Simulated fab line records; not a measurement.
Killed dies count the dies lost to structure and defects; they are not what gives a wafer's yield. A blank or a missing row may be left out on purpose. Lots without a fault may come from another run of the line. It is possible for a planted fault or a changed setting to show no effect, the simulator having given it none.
A struck lot beside a sound one ; flow n5 finfet ; 15 steps out of a route of 1938
Sound: the wafers L361.2, L361.4, L361.5. Struck: wafer L378.5 (L378.1, L378.2, from the same lot, were not struck and are left out); the cause is given at the end.
Order at every step that has rows: each side's tool, ch and its chambers, its first start. Under that, the readings that differ: sound wafers ; struck wafers ; difference of the means ; sigmas: that difference in standard deviations of wafers without a fault.
alike: same words and numbers on both sides, and readings whose means sit less than 2 such deviations apart. not compared: any withheld reading, any reading some wafer has no value for, any bound like >300 that may hide the same value, and any number with overlapping values for which the record gives no deviation.
A row with sigmas, a row that says differs or no value, or rows on one side alone: a step with any of these is where the two part. Numbers that have no deviation but don't overlap get no sigmas and don't part them. A reading missing from all wafers of one side parts the sides only when that side holds two or more wafers.

first, 7 steps without rows for these wafers: N5_HKMG_FIN_COAT_30 (time 60 s, resist thk 35 nm); N5_HKMG_FIN_COAT_06 (resist thk 90 nm); N5_HKMG_FIN_EBR_08; N5_HKMG_FIN_SOFTBAKE_07 (time 60 s); N5_HKMG_FIN_EXPOSE_09 (exposes mask NWFM); N5_HKMG_FIN_PEB_10 (peb time 60 s); N5_HKMG_FIN_DEVELOP_11 (develop time 30 s).
N5_HKMG_FIN_CD_MEAS_12: the cd target is 92.8 nm.
  sound on cd sem-03 ch 0, day 4 23:20; struck on cd sem-02 ch 0, day 9 05:53
  alike: cd nm
N5_HKMG_FIN_OVL_MEAS_13:
  sound on overlay-01 ch 0, day 4 23:22; struck on overlay-01 ch 0, day 9 05:55
  alike: NWFM_OVL
N5_HKMG_FIN_INSPECT_14: inspects for defects (macro).
  sound on defect inspect-01, day 4 23:24; struck on defect inspect-01, day 9 05:57
  alike: raw defect count
N5_HKMG_FIN_DESCUM_17: chemistry O2, time 7.9 s.
  sound on rie diel-01 ch 0,2,3, day 4 23:26; struck on rie diel-01 ch 0, day 9 05:59
  alike: drypump motor current A, oes product au, rf vpp V, showerhead plenum p Torr, throttle valve pct
  not compared: rf hours counter h
N5_HKMG_FIN_ETCH_31: etches SiARC in CF4, target depth 45.5 nm, time 75.8 s.
  sound on rie diel-01 ch 0,2,3, day 4 23:28; struck on rie diel-01 ch 0, day 9 06:01
reading;sound;struck;difference;sigmas
mfc ar sccm (sccm);99.8 100.0 99.5;100.7;+0.9;+3
  alike: drypump motor current A, etch rf on time s, oes product au, rf vpp V, showerhead plenum p Torr, throttle valve pct
  not compared: rf hours counter h
N5_HKMG_FIN_ETCH_32: etches SOC in N2/H2, target depth 240 nm, time 300 s.
  sound on rie diel-01 ch 0,2,3, day 4 23:31; struck on rie diel-01 ch 0, day 9 06:04
reading;sound;struck;difference;sigmas
model.HKMG_FIN.feature depth nm (nm);231.2 242.2 251.4;201;-41;
model.etch.depth nm (nm);231.2 242.3 251.4;201;-41;
model.SiARC_of_HKMG_FIN_COAT_30.thk nm (nm);21.6 20.8 20.4;23.4;+2.5;
  alike: drypump motor current A, oes product au, rf vpp V, showerhead plenum p Torr, throttle valve pct
  not compared: rf hours counter h
then, 1 step without rows for these wafers: N5_HKMG_FIN_STRIP_33 (strips in N2/H2).
-- a jump in the record: the struck wafers' starts before and after are 4 days apart (it breaks off in module HKMG_FIN and resumes in module BEOL_M4, where the first step shown is number 1111 of the route) --
N5_BEOL_M4_RC_MEAS_101:
  sound on prober-02 ch 0, day 9 02:17; struck on prober-01 ch 0, day 12 22:02
  alike: DIBL_N, DIBL_P, IOFF_N, IOFF_P, ION_N, ION_P, SS_N, SS_P, VT_N, VT_P

WHERE THEY PART
Only at N5_HKMG_FIN_ETCH_31, within this record. Later steps at which nothing parts them and some readings are alike: N5_HKMG_FIN_ETCH_32, N5_BEOL_M4_RC_MEAS_101.

WHY: the cause the simulator had injected
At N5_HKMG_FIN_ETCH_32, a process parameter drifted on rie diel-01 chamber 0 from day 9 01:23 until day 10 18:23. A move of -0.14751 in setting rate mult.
